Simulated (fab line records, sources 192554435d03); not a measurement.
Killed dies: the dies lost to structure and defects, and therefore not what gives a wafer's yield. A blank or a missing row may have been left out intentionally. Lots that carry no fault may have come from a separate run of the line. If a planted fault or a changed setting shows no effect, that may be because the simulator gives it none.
Matching of chambers    flow n5-finfet    N5_HKMG_FIN_ALD_74 on ald-hk-03 has 4 sister chambers
The step deposits La2O3, target thk 0.5 nm, pulse time 6 s, co reactant pulse time 1 s. 14 wafers are shown with their chamber, then 7 later ones without.

## WAFERS WITH THEIR CHAMBER
wafer   chamber  heater-power-w (W)  precursor-pulse-height-rel
L077.2  0        310                 0.995
L077.5  1        309                 0.995
L077.6  2        375                 1.033
L079.2  0        310                 0.991
L079.5  1        309                 1.033
L079.6  2        378                 0.988
L086.1  0        303                 1.025
L086.5  0        315                 0.975
L086.6  1        307                 0.985
L088.1  1        313                 1.000
L088.3  3        352                 0.996
L088.5  0        304                 0.951
L090.1  1        308                 1.015
L090.3  3        344                 0.951

SIGNATURES, as means of the wafers listed above
reading                     chamber 0  chamber 1  chamber 2  chamber 3  scatter within a chamber
heater-power-w              308.40     309.20     376.50     348.00     3.93
precursor-pulse-height-rel  0.98740    1.00560    1.01050    0.97350    0.0253
Rule: for each reading, subtract the chamber's mean from the wafer's reading, divide by that reading's scatter and square the result; add these up over the readings and take the root, which gives the wafer's distance from the chamber. The wafer belongs to the nearest chamber; if the next one is less than 2 further off, it can't be placed. The scatter: take each reading less its chamber's mean, square it, sum over the shown wafers, divide by the number of wafers less the number of chambers, and take the root.

## WAFERS WHOSE CHAMBER IS MISSING
wafer   heater-power-w (W)  precursor-pulse-height-rel
L090.4  376                 1.007
L095.2  317                 1.006
L095.3  313                 1.005
L095.4  366                 0.994
L097.1  373                 0.989
L097.5  355                 0.974
L097.6  310                 1.007

## EACH ONE'S CHAMBER
wafer   from the rows above      in truth
L090.4  2                        2
L095.2  can't be placed: 1 or 0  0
L095.3  can't be placed: 1 or 0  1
L095.4  can't be placed: 2 or 3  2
L097.1  2                        2
L097.5  3                        3
L097.6  can't be placed: 1 or 0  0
3 of 7 placed correctly. From these rows, 4 cannot be placed; in 4 the true chamber is one of the candidates. Placed wrongly: 0.
